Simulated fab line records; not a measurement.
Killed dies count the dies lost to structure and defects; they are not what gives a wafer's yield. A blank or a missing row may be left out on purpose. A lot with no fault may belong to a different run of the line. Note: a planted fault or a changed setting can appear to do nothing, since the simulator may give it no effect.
Comparing a struck lot with a sound one | flow n5-finfet | 16 steps out of a route of 1938
Sound: the wafers L933.1, L933.3, L933.4. Struck: wafers L923.1, L923.2, L923.3. The cause is named last.
Order at every step that has rows: each side's tool, ch and its chambers, its first start. Under that, the readings that differ: sound wafers | struck wafers | difference of the means | sigmas: that difference in standard deviations of wafers without a fault.
alike: same words and numbers on both sides, and readings whose means sit less than 2 such deviations apart. not compared: any withheld reading, any reading some wafer has no value for, any bound like >300 that may hide the same value, and any number with overlapping values for which the record gives no deviation.
The two part at a step that has a row with sigmas, a row that says differs or no value, or rows on one side only. Non-overlapping numbers with no deviation appear without sigmas and do not part them. A reading missing from all wafers of one side parts the sides only when that side holds two or more wafers.

N5_BEOL_M3_OVL_MEAS_12:
  sound on overlay-02 ch 0, day 13 08:16; struck on overlay-01 ch 0, day 11 17:28
  alike: M3_OVL
N5_BEOL_M3_INSPECT_13: inspects for defects (brightfield).
  sound on defect-inspect-02 at day 13 08:20; struck on defect-inspect-01 at day 11 17:31
  alike: raw-defect-count
N5_BEOL_M3_DESCUM_16: chemistry O2, time 7 s.
  sound on rie-diel-06 ch 1,2,3, day 13 08:22; struck on rie-diel-05 ch 1,2,3, day 11 17:42
  alike: bias-power-w, drypump-motor-current-A, oes-product-au, rf-vpp-V, showerhead-plenum-p-Torr, throttle-valve-pct
  not compared: rf-hours-counter-h
then, 1 step without rows for these wafers: N5_BEOL_M3_ETCH_74 (etches underlayer in N2/H2, target depth 6.5 nm, time 5.2 s).
N5_BEOL_M3_ETCH_63: etches SiARC in CF4, target depth 15.6 nm, time 26 s.
  sound on rie-diel-06 ch 1,2,3, day 13 08:25; struck on rie-diel-05 ch 1,2,3, day 11 17:45
  alike: drypump-motor-current-A, etch-rf-on-time-s, oes-product-au, rf-vpp-V, showerhead-plenum-p-Torr, throttle-valve-pct
  not compared: rf-hours-counter-h
N5_BEOL_M3_ETCH_64: etches SOC in N2/H2, target depth 75 nm, overetch 15 nm, time 112.5 s.
  sound on rie-diel-06 ch 1,2,3, day 13 08:26; struck on rie-diel-05 ch 1,2,3, day 11 17:47
  alike: drypump-motor-current-A, n2-flow-sccm, oes-product-au, rf-vpp-V, showerhead-plenum-p-Torr, throttle-valve-pct
  not compared: rf-hours-counter-h
then, 2 steps without rows for these wafers: N5_BEOL_M3_STRIP_65 (strips in N2/H2); N5_BEOL_M3_STRIP_75 (strips in N2/H2).
N5_BEOL_M3_STRIP_66: strips in CF4.
  sound on rie-diel-06 ch 1,2,3, day 13 08:34; struck on rie-diel-05 ch 1,2,3, day 11 17:55
  alike: bias-power-w, drypump-motor-current-A, oes-product-au, rf-vpp-V, showerhead-plenum-p-Torr, throttle-valve-pct
  not compared: rf-hours-counter-h
N5_BEOL_M3_HM_OPEN_17: chemistry Cl2/BCl3, target TiN, target depth 20 nm, overetch 6 nm.
  sound on rie-metal-01 ch 0,1, day 13 08:46; struck on rie-metal-03 ch 0,1, day 11 17:57
  alike: drypump-motor-current-A, he-backside-leak-sccm, oes-product-au, throttle-valve-pct
  not compared: rf-hours-counter-h
then, 1 step without rows for these wafers: N5_BEOL_M3_STRIP_19 (strips in O2).
N5_BEOL_M3_CD_MEAS_18: pitch 36 nm, target cd 18 nm.
  sound on cd-sem-01 at day 13 09:01; struck on cd-sem-02 at day 11 18:08
  alike: cd-nm
N5_BEOL_M3_COAT_67: time 60 s, resist thk 60 nm.
  sound on litho-track-04 ch 0, day 13 09:04; struck on litho-track-05 ch 0, day 11 18:10
  reading                  | sound                | struck               | difference | sigmas
  heater-power-total-W (W) | 500.6 501.8 498.5    | 481.8 484.3 483.1    | -17.2      | -10
  plate-temp-C (C)         | 249.89 250.22 250.14 | 242.38 242.24 242.15 | -7.83      | -41
then, 1 step without rows for these wafers: N5_BEOL_M3_COAT_68 (time 60 s, resist thk 12 nm).
N5_BEOL_M4_RC_MEAS_101:
  sound on prober-01 ch 0, day 16 02:31; struck on prober-02 ch 0, day 12 23:01
  reading       | sound       | struck      | difference | sigmas
  ION_P (uA/um) | 469 470 471 | 459 457 458 | -12        | -2
  alike: DIBL_N, DIBL_P, IOFF_N, IOFF_P, ION_N, SS_N, SS_P, VT_N, VT_P
N5_PASSIVATION_PROBE_49:
  sound wafers here have rows in the record (prober-01, day 20 06:50); struck ones have none

WHERE THEY PART
First at N5_BEOL_M3_COAT_67; last, within this record, at N5_PASSIVATION_PROBE_49.

WHY: whatever the simulator had introduced
Process parameter drift: litho-track-05, from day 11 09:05 on, at N5_BEOL_M3_COAT_67. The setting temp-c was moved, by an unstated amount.
